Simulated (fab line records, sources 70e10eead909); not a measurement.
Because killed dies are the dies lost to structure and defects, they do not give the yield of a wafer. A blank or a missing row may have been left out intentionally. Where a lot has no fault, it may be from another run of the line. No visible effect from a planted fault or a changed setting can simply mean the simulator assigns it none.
fab line records	flow nand_harc
record lots=24	wafers=72	last_day=26
route steps=1159 shown A_STAIRCASE@560
lots that met no fault: from a run of the same line without faults
start_h: start of the lot's first displayed wafer, in hours after the record's first day	wait_h: time in hours since the lot's previous step	" identical to the entry in the row above	L1.1+2: several wafers, shown together as one row	- either no value or no given start	* or withheld: withheld	< > ~ a bound
route shown NAME@n: a module of which the file shows steps, and the number in the route of the first	usual: mean/standard deviation of fault-free wafers	same: alike in all rows	chamber/n: place in a boat	sites: readings site by site	_std_site: standard deviation of those values	_edge_site: mean of outer sites minus mean of inner sites	radius_mm: how far each site lies from the wafer's centre	mask NAME#n: copy n	behind: the last tool/chamber to shape the wafer	hold: why the lot was held/for how many hours/how that ended	device: the transistor (n, p or np) that didn't switch	end of line: the tests these same wafers got at the end of their route	a step without rows: its recipe alone	killed: count of dies lost to structure and defects at first sort (not the wafer's yield)	map: a wafer's dies, x killed, . not, _ none there
set.NAME: the setting as run; set.NAME@STEP: as run at that earlier step	model.NAME: the simulator's own value behind a step, which no gauge read
one table for each step of the route and one row for each wafer, over a sample of lots
services: when a tool's chamber went out of use (start_h, in hours from the record's first day, below 0 if earlier), for how many hours, and the reason
## steps
# step NHARC_A_STAIRCASE_ETCH_23
# recipe target_depth_a=1000	time_s=40.5	ion_energy_ev=400	c4f8_flow_sccm=20	o2_flow_sccm=10	ar_flow_sccm=withheld	rf_w=600	bias_w=1000	chemistry=C4F8/O2
# usual oes_product_au=0.946/0.013	rf_vpp_V=898/4.6
lot.wafer	tool	chamber	start_h	wait_h	oes_product_au	rf_hours_counter_h	rf_vpp_V
L074.1	rie_diel-07	0	-	-	0.938	1	893
L074.3	"	1	"	"	0.951	1	894
L074.6	"	3	"	"	0.951	-	904
L076.3	rie_diel-12	0	-	-	0.954	16	896
L076.1	"	2	"	"	0.961	13	901
L076.6	"	0	"	"	0.961	-	894
L075.4	rie_diel-11	3	-	-	0.945	20	899
L075.3	"	2	"	"	0.934	20	888
L075.5	"	3	"	"	0.943	-	899
L077.3	rie_diel-07	3	-	-	0.963	7	905
L077.5	"	3	"	"	0.959	-	904
L077.6	"	0	"	"	0.938	-	892
L078.3	rie_diel-12	0	-	-	0.966	21	896
L078.1	"	2	"	"	0.953	17	904
L078.5	"	2	"	"	0.941	-	903
L079.4	rie_diel-12	3	-	-	0.949	20	898
L079.3	"	0	"	"	0.941	22	894
L079.2	"	2	"	"	0.938	19	902
L082.3	rie_diel-11	0	-	-	0.966	29	899
L082.5	"	1	"	"	0.966	-	902
L082.6	"	2	"	"	0.971	-	887
L080.1	rie_diel-12	1	-	-	0.956	26	901
L080.4	"	3	"	"	0.948	25	901
L080.5	"	2	"	"	0.940	-	902
L083.1	rie_diel-11	1	-	-	0.938	34	901
L083.3	"	3	"	"	0.931	35	898
L083.5	"	1	"	"	0.935	-	902
L081.4	rie_diel-11	0	-	-	0.948	34	896
L081.5	"	3	"	"	0.940	-	899
L081.6	"	0	"	"	0.931	-	897
L084.1	rie_diel-11	1	-	-	0.930	37	900
L084.3	"	2	"	"	0.940	38	887
L084.6	"	3	"	"	0.965	-	899
L086.2	rie_diel-12	0	-	-	0.962	39	896
L086.3	"	1	"	"	0.932	38	901
L086.4	"	2	"	"	0.931	33	902
L087.1	rie_diel-07	3	-	-	0.938	26	905
L087.3	"	1	"	"	0.948	29	894
L087.5	"	3	"	"	0.932	-	904
L085.4	rie_diel-12	3	-	-	0.955	36	899
L085.3	"	0	"	"	0.940	40	895
L085.6	"	3	"	"	0.969	-	899
L088.1	rie_diel-11	0	-	-	0.965	50	898
L088.2	"	2	"	"	0.937	50	887
L088.6	"	0	"	"	0.962	-	898
L089.2	rie_diel-12	3	-	-	0.945	40	899
L089.1	"	0	"	"	0.944	44	894
L089.5	"	3	"	"	0.942	-	898
L090.3	rie_diel-07	2	-	-	0.949	34	901
L090.1	"	0	"	"	0.937	38	890
L090.6	"	2	"	"	0.953	-	901
L091.3	rie_diel-11	0	-	-	0.940	55	898
L091.4	"	1	"	"	0.918	55	900
L091.5	"	2	"	"	0.940	-	886
L094.1	rie_diel-11	2	-	-	0.950	57	887
L094.6	"	0	"	"	0.939	-	896
L094.4	"	2	"	"	0.945	-	887
L092.3	rie_diel-12	1	-	-	0.943	51	898
L092.2	"	2	"	"	0.928	47	902
L092.5	"	3	"	"	0.933	-	899
L095.2	rie_diel-07	3	-	-	0.942	39	905
L095.1	"	0	"	"	0.950	44	890
L095.4	"	1	"	"	0.963	44	891
L093.4	rie_diel-12	3	-	-	0.942	50	901
L093.5	"	1	"	"	0.926	-	900
L093.6	"	2	"	"	0.935	-	903
L096.3	rie_diel-12	0	-	-	0.961	60	894
L096.5	"	2	"	"	0.928	-	903
L096.6	"	3	"	"	0.932	-	899
L097.1	rie_diel-11	1	-	-	0.946	10	900
L097.2	"	3	"	"	0.970	8	899
L097.6	"	0	"	"	0.954	-	897
# step NHARC_A_STAIRCASE_ETCH_192
# recipe target_depth_a=1000	time_s=40.5	ion_energy_ev=400	c4f8_flow_sccm=20	o2_flow_sccm=10	ar_flow_sccm=withheld	rf_w=600	bias_w=1000	chemistry=C4F8/O2
# usual oes_product_au=0.943/0.011	rf_vpp_V=898/4.8
lot.wafer	tool	chamber	start_h	wait_h	oes_product_au	rf_hours_counter_h	rf_vpp_V
L074.1	rie_diel-07	3	-	-	0.948	1	904
L074.3	"	0	"	"	0.937	1	892
L074.6	"	2	"	"	0.951	-	903
L076.3	rie_diel-11	1	-	-	0.920	20	901
L076.1	"	3	"	"	0.946	21	898
L076.6	"	2	"	"	0.932	-	888
L075.3	rie_diel-07	1	-	-	0.953	5	894
L075.4	"	3	"	"	0.951	5	907
L075.5	"	2	"	"	0.956	-	903
L077.3	rie_diel-07	2	-	-	0.950	7	902
L077.6	"	1	"	"	0.946	-	893
L077.5	"	2	"	"	0.955	-	903
L078.3	rie_diel-07	1	-	-	0.939	8	893
L078.1	"	3	"	"	0.955	8	904
L078.5	"	1	"	"	0.931	-	892
L079.3	rie_diel-12	1	-	-	0.952	23	899
L079.4	"	2	"	"	0.935	20	901
L079.2	"	3	"	"	0.946	22	900
L082.3	rie_diel-07	3	-	-	0.941	14	904
L082.5	"	1	"	"	0.953	-	893
L082.6	"	2	"	"	0.943	-	901
L080.1	rie_diel-07	2	-	-	0.937	15	901
L080.4	"	3	"	"	0.924	14	905
L080.5	"	2	"	"	0.946	-	902
L083.1	rie_diel-12	0	-	-	0.958	32	895
L083.3	"	1	"	"	0.938	31	899
L083.5	"	1	"	"	0.945	-	899
L081.4	rie_diel-11	1	-	-	0.942	36	901
L081.6	"	3	"	"	0.943	-	900
L081.5	"	0	"	"	0.954	-	898
L084.1	rie_diel-12	1	-	-	0.929	34	900
L084.3	"	2	"	"	0.936	30	902
L084.6	"	1	"	"	0.936	-	899
L086.2	rie_diel-11	2	-	-	0.944	45	887
L086.3	"	0	"	"	0.944	45	896
L086.4	"	1	"	"	0.925	44	900
L087.3	rie_diel-11	2	-	-	0.943	45	887
L087.1	"	3	"	"	0.945	42	901
L087.5	"	2	"	"	0.932	-	886
L085.3	rie_diel-12	1	-	-	0.940	39	901
L085.4	"	3	"	"	0.951	37	898
L085.6	"	1	"	"	0.945	-	900
L088.1	rie_diel-07	3	-	-	0.940	31	904
L088.2	"	1	"	"	0.949	36	892
L088.6	"	3	"	"	0.943	-	905
L089.2	rie_diel-12	2	-	-	0.931	39	902
L089.1	"	0	"	"	0.943	46	895
L089.5	"	1	"	"	0.932	-	899
L090.3	rie_diel-11	0	-	-	0.947	54	898
L090.1	"	1	"	"	0.937	54	901
L090.6	"	0	"	"	0.957	-	896
L091.3	rie_diel-11	3	-	-	0.960	52	899
L091.4	"	0	"	"	0.962	56	896
L091.5	"	2	"	"	0.961	-	886
L094.1	rie_diel-12	0	-	-	0.961	51	895
L094.4	"	1	"	"	0.941	49	898
L094.6	"	1	"	"	0.950	-	899
L092.3	rie_diel-11	2	-	-	0.951	62	887
L092.2	"	3	"	"	0.943	55	898
L092.5	"	2	"	"	0.937	-	888
L095.1	rie_diel-07	2	-	-	0.944	40	900
L095.4	"	3	"	"	0.932	40	905
L095.2	"	1	"	"	0.934	45	891
L093.4	rie_diel-12	2	-	-	0.943	49	901
L093.6	"	3	"	"	0.924	-	899
L093.5	"	0	"	"	0.937	-	894
L096.3	rie_diel-12	1	-	-	0.949	59	897
L096.6	"	3	"	"	0.939	-	901
L096.5	"	0	"	"	0.952	-	894
L097.1	rie_diel-11	0	-	-	0.949	11	897
L097.2	"	1	"	"	0.926	11	900
L097.6	"	3	"	"	0.953	-	898
# step NHARC_A_STAIRCASE_ETCH_203
# recipe target_depth_a=1000	time_s=40.5	ion_energy_ev=400	c4f8_flow_sccm=20	o2_flow_sccm=10	ar_flow_sccm=withheld	rf_w=600	bias_w=1000	chemistry=C4F8/O2
# usual oes_product_au=0.946/0.011	rf_vpp_V=898/5.1
lot.wafer	tool	chamber	start_h	wait_h	oes_product_au	rf_hours_counter_h	rf_vpp_V
L074.1	rie_diel-07	2	-	-	0.950	2	903
L074.3	"	3	"	"	0.941	2	906
L074.6	"	2	"	"	0.943	-	902
L076.3	rie_diel-12	3	-	-	0.960	18	900
L076.1	"	0	"	"	0.981	18	896
L076.6	"	3	"	"	0.952	-	902
L075.4	rie_diel-11	2	-	-	0.946	22	887
L075.3	"	1	"	"	0.934	21	902
L075.5	"	3	"	"	0.960	-	900
L077.3	rie_diel-11	1	-	-	0.944	25	903
L077.6	"	1	"	"	0.929	-	902
L077.5	"	2	"	"	0.950	-	887
L078.1	rie_diel-12	3	-	-	0.967	21	901
L078.3	"	0	"	"	0.972	24	895
L078.5	"	1	"	"	0.947	-	901
L079.2	rie_diel-11	3	-	-	0.949	27	899
L079.4	"	0	"	"	0.949	26	896
L079.3	"	2	"	"	0.953	28	887
L082.3	rie_diel-12	0	-	-	0.967	28	894
L082.5	"	1	"	"	0.946	-	898
L082.6	"	2	"	"	0.946	-	901
L080.4	rie_diel-07	1	-	-	0.948	16	893
L080.1	"	2	"	"	0.946	16	900
L080.5	"	2	"	"	0.933	-	902
L083.1	rie_diel-12	0	-	-	0.965	33	895
L083.3	"	3	"	"	0.953	29	900
L083.5	"	1	"	"	0.932	-	901
L081.4	rie_diel-07	0	-	-	0.943	22	892
L081.6	"	2	"	"	0.941	-	902
L081.5	"	3	"	"	0.937	-	907
L084.3	rie_diel-12	0	-	-	0.953	36	895
L084.1	"	1	"	"	0.945	35	898
L084.6	"	2	"	"	0.957	-	902
L086.2	rie_diel-12	1	-	-	0.949	39	901
L086.3	"	2	"	"	0.934	35	903
L086.4	"	3	"	"	0.964	37	900
L087.3	rie_diel-07	0	-	-	0.924	30	891
L087.1	"	2	"	"	0.959	27	902
L087.5	"	3	"	"	0.948	-	904
L085.4	rie_diel-12	1	-	-	0.939	40	899
L085.3	"	2	"	"	0.927	36	902
L085.6	"	0	"	"	0.929	-	894
L089.2	rie_diel-12	2	-	-	0.933	40	902
L089.1	"	3	"	"	0.964	42	899
L089.5	"	3	"	"	0.967	-	898
L088.2	rie_diel-11	3	-	-	0.944	48	901
L088.1	"	0	"	"	0.939	52	897
L088.6	"	2	"	"	0.948	-	887
L090.1	rie_diel-12	0	-	-	0.955	48	895
L090.3	"	1	"	"	0.940	46	902
L090.6	"	1	"	"	0.948	-	899
L091.3	rie_diel-07	3	-	-	0.945	37	905
L091.4	"	2	"	"	0.952	36	902
L091.5	"	3	"	"	0.948	-	904
L094.1	rie_diel-11	1	-	-	0.934	59	901
L094.6	"	2	"	"	0.952	-	887
L094.4	"	1	"	"	0.942	-	901
L092.2	rie_diel-07	3	-	-	0.937	41	904
L092.3	"	1	"	"	0.952	46	891
L092.5	"	2	"	"	0.947	-	902
L095.1	rie_diel-07	2	-	-	0.939	41	902
L095.2	"	3	"	"	0.931	41	904
L095.4	"	0	"	"	0.936	46	892
L093.4	rie_diel-07	1	-	-	0.937	48	892
L093.6	"	2	"	"	0.942	-	902
L093.5	"	3	"	"	0.951	-	904
L096.3	rie_diel-07	0	-	-	0.941	54	891
L096.6	"	2	"	"	0.954	-	902
L096.5	"	1	"	"	0.948	-	892
L097.1	rie_diel-07	1	-	-	0.947	63	892
L097.2	"	2	"	"	0.940	58	901
L097.6	"	1	"	"	0.940	-	891
# step NHARC_A_STAIRCASE_STRIP_205
# recipe power_w=1500	temp_c=250	chemistry=O2
# usual drypump_motor_current_A=5.8/0.4	heater_power_w=313/34
lot.wafer	tool	chamber	start_h	wait_h	drypump_motor_current_A	heater_power_w	rf_hours_counter_h
L074.1	plasma_asher-01	0	244.89	0.1	5.2	316	25
L074.3	"	0	"	"	5.2	324	-
L074.6	"	1	"	"	5.9	352	-
L076.1	plasma_asher-02	1	252.90	0.1	6.2	254	19
L076.3	"	0	"	"	6.2	317	-
L076.6	"	0	"	"	6.2	314	-
L075.4	plasma_asher-01	0	253.60	0.2	5.3	322	-
L075.3	"	1	"	"	5.9	348	-
L075.5	"	0	"	"	5.3	321	-
L077.3	plasma_asher-02	1	264.48	0.2	6.2	256	-
L077.6	"	0	"	"	6.3	308	-
L077.5	"	1	"	"	6.2	254	-
L078.1	plasma_asher-01	0	266.54	0.2	5.3	323	35
L078.3	"	0	"	"	5.2	321	-
L078.5	"	0	"	"	5.2	322	-
L079.2	plasma_asher-01	1	270.17	0.4	5.9	349	36
L079.4	"	0	"	"	5.2	315	-
L079.3	"	1	"	"	5.9	348	-
L082.3	plasma_asher-02	1	285.00	0.2	6.3	241	-
L082.6	"	1	"	"	6.2	250	-
L082.5	"	0	"	"	6.2	313	-
L080.1	plasma_asher-02	0	285.25	0.1	6.2	323	33
L080.4	"	1	"	"	6.2	247	-
L080.5	"	1	"	"	6.2	253	-
L083.1	plasma_asher-01	1	296.25	0.1	6.0	348	4
L083.3	"	0	"	"	5.3	330	-
L083.5	"	0	"	"	5.3	334	-
L081.4	plasma_asher-02	0	296.45	0.2	6.2	318	-
L081.6	"	0	"	"	6.2	311	-
L081.5	"	1	"	"	6.2	243	-
L084.1	plasma_asher-02	1	306.75	0.1	6.2	252	38
L084.3	"	1	"	"	6.2	256	-
L084.6	"	0	"	"	6.2	314	-
L086.2	plasma_asher-01	1	319.29	0.1	5.9	347	8
L086.3	"	0	"	"	5.3	321	-
L086.4	"	1	"	"	5.9	345	-
L087.1	plasma_asher-02	0	319.68	0.1	6.2	305	41
L087.3	"	0	"	"	6.2	317	-
L087.5	"	1	"	"	6.2	255	-
L085.4	plasma_asher-01	0	322.26	0.2	5.3	326	-
L085.3	"	1	"	"	5.9	339	-
L085.6	"	0	"	"	5.3	324	-
L089.2	plasma_asher-02	0	330.50	0.1	6.2	317	46
L089.1	"	1	"	"	6.2	253	46
L089.5	"	0	"	"	6.2	309	-
L088.2	plasma_asher-01	1	330.52	0.1	5.9	343	12
L088.1	"	0	"	"	5.3	321	12
L088.6	"	1	"	"	5.9	343	-
L090.1	plasma_asher-02	1	337.54	0.1	6.2	249	49
L090.3	"	1	"	"	6.2	253	-
L090.6	"	1	"	"	6.2	251	-
L091.4	plasma_asher-01	1	343.72	0.2	6.0	342	-
L091.3	"	0	"	"	5.3	321	-
L091.5	"	0	"	"	5.2	333	-
L094.1	plasma_asher-01	1	351.63	0.1	5.9	351	20
L094.4	"	1	"	"	5.9	348	-
L094.6	"	0	"	"	5.2	328	-
L092.2	plasma_asher-01	1	362.68	0.8	5.9	343	24
L092.3	"	1	"	"	5.9	347	-
L092.5	"	1	"	"	5.9	350	-
L095.2	plasma_asher-01	1	363.05	0.9	6.0	349	24
L095.1	"	0	"	"	5.3	324	24
L095.4	"	0	"	"	5.3	328	-
L093.4	plasma_asher-01	0	367.94	1.9	5.3	328	-
L093.5	"	1	"	"	5.9	341	-
L093.6	"	0	"	"	5.3	327	-
L096.3	plasma_asher-02	0	375.90	0.2	6.2	327	-
L096.5	"	0	"	"	6.2	321	-
L096.6	"	1	"	"	6.2	254	-
L097.2	plasma_asher-01	1	396.71	0.1	6.0	348	38
L097.1	"	0	"	"	5.3	329	38
L097.6	"	0	"	"	5.3	333	-
# step NHARC_A_STAIRCASE_DESCUM_219
# recipe time_s=3	o2_flow_sccm=200	ar_flow_sccm=0	bias_power_w=0	chemistry=O2
# usual drypump_motor_current_A=5.8/0.52	o2_flow_sccm=200.1/0.61	oes_product_au=1.001/0.01	rf_vpp_V=57.9/0.88	showerhead_plenum_p_Torr=1.94/0.076	throttle_valve_pct=11.310/0.0088
lot.wafer	tool	chamber	start_h	wait_h	drypump_motor_current_A	o2_flow_sccm	oes_product_au	rf_hours_counter_h	rf_vpp_V	showerhead_plenum_p_Torr	throttle_valve_pct
L074.1	rie_diel-07	3	246.47	-	5.5	199.3	1.006	3	59.2	2.06	11.308
L074.3	"	2	"	"	5.9	200.0	1.017	3	58.6	2.01	11.303
L074.6	"	0	"	"	6.7	200.5	0.998	-	58.7	1.85	11.311
L076.1	rie_diel-07	0	254.25	-	6.7	200.1	0.995	5	57.8	1.85	11.315
L076.3	"	2	"	"	6.0	199.6	1.020	6	57.4	2.01	11.324
L076.6	"	0	"	"	6.7	200.0	0.994	-	57.5	1.85	11.315
L075.4	rie_diel-11	1	255.15	-	5.5	200.2	0.991	22	57.3	2.01	11.290
L075.3	"	2	"	"	5.5	201.6	1.001	23	56.4	1.78	11.322
L075.5	"	1	"	"	5.5	201.4	0.991	-	57.7	2.01	11.310
L077.3	rie_diel-07	1	265.86	-	4.8	201.0	1.013	8	57.4	1.86	11.313
L077.5	"	1	"	"	4.8	200.7	1.008	-	56.2	1.86	11.326
L077.6	"	2	"	"	6.0	200.4	1.009	-	60.0	2.01	11.312
L078.3	rie_diel-07	2	268.00	-	6.0	199.9	1.011	9	58.6	2.01	11.304
L078.1	"	1	"	"	4.7	200.0	1.010	9	57.4	1.86	11.324
L078.5	"	2	"	"	5.9	200.1	1.002	-	58.1	2.01	11.332
L079.2	rie_diel-12	0	271.64	-	5.7	200.9	1.023	25	58.7	1.90	11.303
L079.4	"	1	"	"	5.9	200.4	1.003	23	57.3	1.97	11.320
L079.3	"	2	"	"	6.2	200.3	0.985	21	57.4	2.02	11.323
L082.3	rie_diel-07	2	286.43	-	6.0	201.0	1.011	16	59.0	2.01	11.303
L082.6	"	2	"	"	6.0	200.7	1.008	-	58.7	2.01	11.313
L082.5	"	3	"	"	5.5	199.6	0.994	-	58.6	2.05	11.320
L080.4	rie_diel-11	0	287.77	-	5.8	199.8	1.008	31	57.8	1.94	11.313
L080.1	"	1	"	"	5.5	199.7	0.995	31	58.6	2.00	11.314
L080.5	"	2	"	"	5.5	199.2	1.002	-	57.6	1.78	11.311
L083.3	rie_diel-12	0	297.59	-	5.7	200.3	1.026	33	57.3	1.90	11.320
L083.1	"	2	"	"	6.2	199.6	0.993	28	58.8	2.02	11.314
L083.5	"	0	"	"	5.7	200.3	1.014	-	56.2	1.90	11.316
L081.4	rie_diel-11	0	297.89	-	5.8	199.0	1.008	36	58.4	1.94	11.300
L081.6	"	2	"	"	5.5	200.2	1.013	-	57.0	1.77	11.331
L081.5	"	3	"	"	6.6	200.3	1.010	-	58.3	1.96	11.311
L084.3	rie_diel-07	0	308.09	-	6.7	199.6	0.991	25	58.7	1.84	11.311
L084.1	"	2	"	"	6.0	199.6	0.998	23	57.8	2.00	11.315
L084.6	"	0	"	"	6.7	199.6	0.993	-	57.8	1.84	11.311
L086.4	rie_diel-12	0	320.77	-	5.7	198.6	1.001	41	58.4	1.89	11.308
L086.3	"	1	"	"	5.9	199.2	1.001	40	57.9	1.97	11.319
L086.2	"	3	"	"	5.9	199.8	1.009	37	58.4	1.96	11.315
L087.1	rie_diel-12	2	321.17	-	6.2	200.8	0.987	36	57.0	2.01	11.308
L087.3	"	0	"	"	5.7	199.2	1.011	42	59.5	1.89	11.307
L087.5	"	1	"	"	5.9	201.1	0.994	-	57.4	1.97	11.303
L085.3	rie_diel-07	0	323.74	-	6.7	200.0	0.997	33	56.9	1.84	11.307
L085.4	"	1	"	"	4.8	199.8	1.003	33	57.4	1.85	11.315
L085.6	"	0	"	"	6.7	199.6	0.986	-	58.4	1.84	11.320
L089.2	rie_diel-11	1	331.90	-	5.5	200.8	0.983	52	57.4	2.00	11.316
L089.1	"	2	"	"	5.5	199.6	1.007	53	55.6	1.77	11.308
L089.5	"	0	"	"	5.8	200.4	0.995	-	56.4	1.93	11.296
L088.2	rie_diel-12	0	332.08	-	5.7	200.9	1.002	46	56.6	1.89	11.316
L088.1	"	3	"	"	6.0	201.0	1.004	42	57.6	1.96	11.316
L088.6	"	1	"	"	5.9	199.8	1.004	-	57.8	1.97	11.317
L090.1	rie_diel-07	1	339.02	-	4.7	200.0	0.991	39	56.6	1.85	11.322
L090.3	"	3	"	"	5.5	199.5	0.988	35	58.3	2.05	11.316
L090.6	"	2	"	"	5.9	200.6	1.000	-	59.6	2.00	11.314
L091.4	rie_diel-11	0	345.15	-	5.8	199.7	1.007	56	56.6	1.93	11.313
L091.3	"	2	"	"	5.5	200.3	1.027	57	57.8	1.77	11.310
L091.5	"	1	"	"	5.5	199.9	0.990	-	58.1	2.00	11.312
L094.1	rie_diel-11	2	352.99	-	5.5	201.1	1.003	59	57.5	1.77	11.310
L094.4	"	3	"	"	6.6	199.7	1.000	52	57.1	1.96	11.325
L094.6	"	0	"	"	5.8	200.1	0.992	-	57.8	1.93	11.299
L092.2	rie_diel-12	1	364.17	-	5.9	199.7	0.997	54	57.2	1.96	11.307
L092.3	"	2	"	"	6.2	200.8	0.995	49	58.6	2.01	11.305
L092.5	"	1	"	"	5.9	199.7	0.998	-	57.5	1.96	11.311
L095.4	rie_diel-12	3	364.69	-	6.0	199.9	1.002	51	57.3	1.96	11.311
L095.2	"	0	"	"	5.7	200.2	1.014	56	57.6	1.89	11.314
L095.1	"	1	"	"	5.9	200.6	1.000	55	57.8	1.96	11.298
L093.4	rie_diel-12	2	369.31	-	6.2	199.5	0.993	52	58.3	2.01	11.296
L093.6	"	2	"	"	6.2	200.3	0.983	-	58.0	2.01	11.312
L093.5	"	3	"	"	6.0	200.2	1.008	-	58.8	1.96	11.298
L096.3	rie_diel-11	2	377.78	-	5.5	200.4	1.006	1	59.0	2.08	11.317
L096.6	"	0	"	"	5.8	200.5	1.001	-	56.6	1.93	11.301
L096.5	"	1	"	"	5.5	200.0	0.981	-	56.8	1.99	11.292
L097.1	rie_diel-07	1	398.13	-	4.8	199.3	1.005	64	57.8	1.84	11.307
L097.2	"	2	"	"	5.9	199.1	1.008	58	56.4	1.99	11.296
L097.6	"	2	"	"	5.9	200.2	1.005	-	60.2	1.99	11.298
# step NHARC_A_STAIRCASE_ETCH_232
# recipe target_depth_a=1000	time_s=40.5	ion_energy_ev=400	c4f8_flow_sccm=20	o2_flow_sccm=10	ar_flow_sccm=withheld	rf_w=600	bias_w=1000	chemistry=C4F8/O2
# usual oes_product_au=0.947/0.013	rf_vpp_V=898/5.1
lot.wafer	tool	chamber	start_h	wait_h	oes_product_au	rf_hours_counter_h	rf_vpp_V
L074.1	rie_diel-12	0	-	-	0.965	17	894
L074.3	"	2	"	"	0.935	13	903
L074.6	"	0	"	"	0.962	-	896
L076.3	rie_diel-07	3	-	-	0.943	6	904
L076.1	"	2	"	"	0.952	6	901
L076.6	"	3	"	"	0.939	-	905
L075.3	rie_diel-11	1	-	-	0.951	22	902
L075.4	"	3	"	"	0.955	23	899
L075.5	"	1	"	"	0.943	-	901
L077.3	rie_diel-07	3	-	-	0.944	9	905
L077.6	"	2	"	"	0.942	-	902
L077.5	"	3	"	"	0.955	-	906
L078.1	rie_diel-07	2	-	-	0.945	10	903
L078.3	"	0	"	"	0.952	10	891
L078.5	"	3	"	"	0.936	-	905
L079.3	rie_diel-12	2	-	-	0.951	21	902
L079.4	"	3	"	"	0.944	23	901
L079.2	"	0	"	"	0.953	25	896
L082.3	rie_diel-12	3	-	-	0.958	27	900
L082.5	"	2	"	"	0.930	-	902
L082.6	"	3	"	"	0.947	-	899
L080.1	rie_diel-11	3	-	-	0.942	35	897
L080.4	"	1	"	"	0.938	34	903
L080.5	"	3	"	"	0.941	-	900
L083.1	rie_diel-12	1	-	-	0.946	32	900
L083.3	"	2	"	"	0.949	28	902
L083.5	"	1	"	"	0.949	-	901
L081.4	rie_diel-07	0	-	-	0.951	23	891
L081.5	"	1	"	"	0.939	-	892
L081.6	"	2	"	"	0.936	-	902
L084.3	rie_diel-11	0	-	-	0.943	43	897
L084.1	"	2	"	"	0.943	43	887
L084.6	"	1	"	"	0.924	-	902
L086.3	rie_diel-12	2	-	-	0.926	37	900
L086.2	"	3	"	"	0.945	40	900
L086.4	"	0	"	"	0.941	44	895
L087.1	rie_diel-12	0	-	-	0.944	44	894
L087.3	"	2	"	"	0.914	38	902
L087.5	"	0	"	"	0.945	-	895
L085.4	rie_diel-07	1	-	-	0.933	35	892
L085.3	"	2	"	"	0.931	31	901
L085.6	"	2	"	"	0.930	-	902
L089.2	rie_diel-11	3	-	-	0.941	50	899
L089.1	"	0	"	"	0.955	54	897
L089.5	"	3	"	"	0.941	-	898
L088.2	rie_diel-12	1	-	-	0.949	45	900
L088.1	"	3	"	"	0.953	44	900
L088.6	"	1	"	"	0.950	-	900
L090.1	rie_diel-11	1	-	-	0.934	55	900
L090.3	"	3	"	"	0.967	51	899
L090.6	"	1	"	"	0.948	-	902
L091.4	rie_diel-12	0	-	-	0.980	51	894
L091.3	"	2	"	"	0.931	44	902
L091.5	"	1	"	"	0.964	-	899
L094.4	rie_diel-07	0	-	-	0.956	44	891
L094.1	"	1	"	"	0.959	43	892
L094.6	"	1	"	"	0.961	-	893
L092.3	rie_diel-12	0	-	-	0.964	57	894
L092.2	"	1	"	"	0.953	55	899
L092.5	"	0	"	"	0.970	-	895
L095.2	rie_diel-07	2	-	-	0.967	43	901
L095.1	"	3	"	"	0.959	43	905
L095.4	"	1	"	"	0.966	48	892
L093.4	rie_diel-07	0	-	-	0.948	52	890
L093.5	"	0	"	"	0.948	-	892
L093.6	"	1	"	"	0.938	-	891
L096.3	rie_diel-11	0	-	-	0.938	3	898
L096.5	"	2	"	"	0.949	-	906
L096.6	"	3	"	"	0.962	-	898
L097.1	rie_diel-07	0	-	-	0.935	65	892
L097.2	"	1	"	"	0.945	65	890
L097.6	"	0	"	"	0.932	-	892
## services
tool	chamber	start_h	hours	kind
rie_diel-07	-	228.26	9.0	pm
rie_diel-12	0	236.30	-	clean
rie_diel-12	1	236.30	-	clean
rie_diel-12	2	236.30	-	clean
rie_diel-12	3	236.30	-	clean
rie_diel-12	3	258.47	5.0	repair
rie_diel-12	0	260.90	-	clean
rie_diel-12	1	260.90	-	clean
rie_diel-12	2	260.90	-	clean
plasma_asher-02	-	269.27	0.9	repair
plasma_asher-01	-	276.26	9.0	pm
rie_diel-12	0	285.40	-	clean
rie_diel-12	1	285.40	-	clean
rie_diel-12	2	285.40	-	clean
rie_diel-12	3	285.40	-	clean
rie_diel-12	0	310.93	-	clean
rie_diel-12	1	310.93	-	clean
rie_diel-12	2	310.93	-	clean
plasma_asher-01	-	324.16	1.9	repair
rie_diel-11	0	353.65	4.1	repair
plasma_asher-02	-	360.00	9.0	pm
rie_diel-11	-	366.67	9.0	pm
rie_diel-07	3	371.03	30.2	repair
rie_diel-12	-	379.45	9.0	pm
## key
fault none
